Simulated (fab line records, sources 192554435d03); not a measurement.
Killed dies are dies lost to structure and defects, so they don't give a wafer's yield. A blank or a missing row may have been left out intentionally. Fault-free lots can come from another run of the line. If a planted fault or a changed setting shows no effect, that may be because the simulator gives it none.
Split-lot study ; flow n5-finfet ; 21 wafers read from 7 lots, route of 1938 steps

THE SPLIT
At N5_BEOL_M4_COAT_73 (time 60 s, resist thk 5 nm), the setting spin-rpm was moved away from the recipe's 1500 rpm on 8 of the 21 wafers read, by -8.0% to +8.9%. All remaining wafers had this setting at the recipe value.

FROM THE SPLIT TO THE READING: what the file shows between them, 3 steps
- N5_BEOL_M4_COAT_05: resist thk 30 nm
- N5_BEOL_M4_EBR_07
- N5_BEOL_M4_DESCUM_16: chemistry O2, time 7 s

THE READING
etch.depth-nm (the simulator's own value, which no gauge read), in nm, at N5_BEOL_M4_ETCH_74 (etches underlayer in N2/H2, target depth 6.5 nm, time 5.2 s). The file gives no usual value for it. Average 4.998 nm, standard deviation 0.012 nm, over the 13 wafers here run with the recipe.

wafer;tool, chamber at the split;spin-rpm as run, rpm;against the recipe;etch.depth-nm, nm;against lot-mates on the recipe
L074.2;litho-track-05, 0;1605;+7.0%;4.83;-0.168
L074.3;litho-track-05, 0;1500;recipe;4.998;-
L074.6;litho-track-05, 0;1605;+7.0%;4.842;-0.156
L081.3;litho-track-01, 0;1549;+3.3%;4.936;-0.071
L081.4;litho-track-01, 0;1549;+3.3%;4.916;-0.091
L081.6;litho-track-01, 0;1500;recipe;5.007;-
L084.1;litho-track-04, 0;1380;-8.0%;5.22;no lot-mate on the recipe
L084.3;litho-track-04, 0;1380;-8.0%;5.231;no lot-mate on the recipe
L084.4;litho-track-04, 0;1380;-8.0%;5.234;no lot-mate on the recipe
L087.1;litho-track-04, 0;1500;recipe;4.985;-
L087.2;litho-track-04, 0;1500;recipe;4.984;-
L087.5;litho-track-04, 0;1500;recipe;4.986;-
L090.2;litho-track-05, 0;1500;recipe;5.01;-
L090.5;litho-track-05, 0;1634;+8.9%;4.778;-0.215
L090.6;litho-track-05, 0;1500;recipe;4.976;-
L091.1;litho-track-01, 0;1500;recipe;4.99;-
L091.3;litho-track-01, 0;1500;recipe;4.997;-
L091.6;litho-track-01, 0;1500;recipe;4.999;-
L093.2;litho-track-05, 0;1500;recipe;5.018;-
L093.3;litho-track-05, 0;1500;recipe;5.005;-
L093.4;litho-track-05, 0;1500;recipe;5.013;-

THE FIT
A straight line over all 21 wafers: etch.depth-nm changes by -0.0263 nm for each +1% of spin-rpm; r = -0.99; the points scatter about the line by 0.015 nm.
The same after taking each lot's own level away (the mean of its wafers on the recipe; 18 wafers): -0.0237 nm for each +1%; r = -0.99; scatter 0.0081 nm.
According to that fit, moving spin-rpm by its largest amount changes the reading by 0.21 nm.
Across the lots, their own levels run from 4.9850 to 5.0120 nm, a range of 2.2 times the standard deviation given above.
In other words, the slope is changed by the lot-to-lot level; the two fits disagree.
Check: with one of the wafers moved furthest among these (+8.9%) left out of the fit, the line predicts -0.209 nm for it against its lot-mates. Against them it came out at -0.215 nm.

OTHER SPLITS APPLIED TO THESE WAFERS
Note: prior to the reading, these wafers also went through further splits. Each is held against what the fit with the lots' levels taken away leaves over:
other split on the same wafers;wafers away from the commonest value;r with etch.depth-nm (lot level and that fit taken away)
N5_BEOL_M3_COAT_76 spin-rpm;8;+0.10
N5_BEOL_M4_ILD_DEP_00 time-s;5;-0.14

THE FILE'S OWN FIT
etch.depth-nm changes by -0.0238 nm for each +1% of spin-rpm, r = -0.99.
